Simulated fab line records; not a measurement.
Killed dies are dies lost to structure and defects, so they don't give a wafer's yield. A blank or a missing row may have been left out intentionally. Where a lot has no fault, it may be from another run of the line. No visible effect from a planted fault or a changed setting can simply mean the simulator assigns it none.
Problem report, 8D (eight disciplines) form, completed by code ; flow n5 finfet ; the parts of the form that need people (team, actions taken, sign-off) are left out

1. PROBLEM STATEMENT
Mean IOFF_N_LONG at N5_BEOL_M4_RC_MEAS_101: 1.96e-04 nA/um over 3 wafers in 2 lots; fault-free wafers: 5.58e-05 nA/um, standard deviation 2.7e-06. Relative to the usual mean, that is a shift of +52 standard deviations.
Earliest sighting: wafer L414.4 on prober-01 at day 11 08:01. Wafers with a number at this step in the record: 27, from 9 lots. By rule, "out" or "out of limits" means more than 4 standard deviations away from the usual mean. The rest of the wafers with a number are treated as sound.

2. WHAT IT IS, WHAT IT ISN'T
question;is;is not
which readings at this step;IOFF_N_LONG, IOFF_N, IOFF_N_85C, IOFF_N_LIN, VT_N, VT_N_LONG;DIBL_N, DIBL_P, IOFF_P, ION_N, ION_P, SS_N, SS_P, VT_P
which lots;L414, L415;L408, L411, L412, L418, L422, L425, L426
which wafers of those lots;L414.4, L415.1, L415.4;L414.5, L414.6, L415.3
read on which gauges;prober-01;prober-02
when;from day 11 08:01;"up to then (11 sound wafers); but 13 sound wafers of L415, L418, L422, L425, L426 came after"

3. THE SUSPECTS, EACH WITH WHAT RULES IT OUT
Counting: a tool at a process step up to the reading stays a suspect if it ran every lot that is out. Sound lots after the first of them don't rule it out here, since some wafers of a struck lot are sound.
- the gauge at N5_BEOL_M4_RC_MEAS_101 has been ruled out. All the wafers that are out were read on prober-01, but those of them that N5_HKMG_FIN_ETCH_58 has rows for are out there too, on other tools.
- rie diel-03 at N5_HKMG_FIN_ETCH_54 (etches SiARC in CF4, target depth 45.5 nm, time 75.8 s): kept. It ran every lot that is out, first L414 (day 6 20:16); its last sound lot up to then is L412 (day 6 05:50).
- rie diel-03 at N5_HKMG_FIN_ETCH_58 (etches SOC in N2/H2, target depth 215.8 nm, time 741 s): kept. It ran every lot that is out, first L414 (day 6 20:31); its last sound lot up to then is L412 (day 6 06:05). On those wafers its own readings are out: run length s.
What counting leaves: rie diel-03 at N5_HKMG_FIN_ETCH_54 and rie diel-03 at N5_HKMG_FIN_ETCH_58.

4. THE CAUSE (what the simulator had put in)
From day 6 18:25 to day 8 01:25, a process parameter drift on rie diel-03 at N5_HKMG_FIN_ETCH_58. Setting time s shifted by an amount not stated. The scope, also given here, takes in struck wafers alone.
This tool is one of the 2 suspects left after counting.

5. SEQUENCE OF EFFECTS, ordered by route
Rows list readings where the struck wafers' mean (over those with a number) sits beyond 3 standard deviations from the usual. Only readings for which the record gives a usual standard deviation are gone through. hours: the time from each lot's start at the first step in this table that gives one to its start at this step, as a median over the lots. sigmas: the change in usual standard deviations.
hours;step;reading;usual;on struck wafers;change;sigmas
0;N5_HKMG_FIN_ETCH_58;run length s;764.3 s;635.0;-129.3;-99 or more
105;N5_BEOL_M4_RC_MEAS_101;IOFF_N;0.16 nA/um;0.57;+0.41;+9.2
105;N5_BEOL_M4_RC_MEAS_101;IOFF_N_85C;3.1 nA/um;8.9;+5.8;+8.2
105;N5_BEOL_M4_RC_MEAS_101;IOFF_N_LIN;0.074 nA/um;0.273;+0.199;+12
105;N5_BEOL_M4_RC_MEAS_101;IOFF_N_LONG;5.58e-05 nA/um;1.96e-04;+1.40e-04;+52
105;N5_BEOL_M4_RC_MEAS_101;VT_N;250 mV;214;-36;-9.2
105;N5_BEOL_M4_RC_MEAS_101;VT_N_LONG;274.7 mV;236.8;-37.9;-19
220;N5_PASSIVATION_PROBE_49;sort_bin_4_leakage;0.01 %;38.50;+38.49;+99 or more
220;N5_PASSIVATION_PROBE_49;sort n pass;1074;611;-463;-19
220;N5_PASSIVATION_PROBE_49;sort yield pct;91.1 %;51.8;-39.3;-20
Process steps it contains:
- N5_HKMG_FIN_ETCH_58: etches SOC in N2/H2, target depth 215.8 nm, time 741 s.
- N5_PASSIVATION_PROBE_49
Readings that are blank on the struck wafers while sound wafers have them: bias w at N5_HKMG_FIN_ETCH_58.

6. WHAT WOULD HAVE CAUGHT IT SOONER
The first out-of-limits reading at a measuring or inspecting step in this record came at day 11 08:01, 110 hours after the fault's start at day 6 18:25.
Tool's own readings at N5_HKMG_FIN_ETCH_58, run length s: out on all struck wafers the step has rows for; an alarm limit on them would have tripped on the first.
All the lots that are out (2) had begun N5_HKMG_FIN_ETCH_58 on rie diel-03 by day 11 08:01. A hold on the tool at that time would have spared none of them.
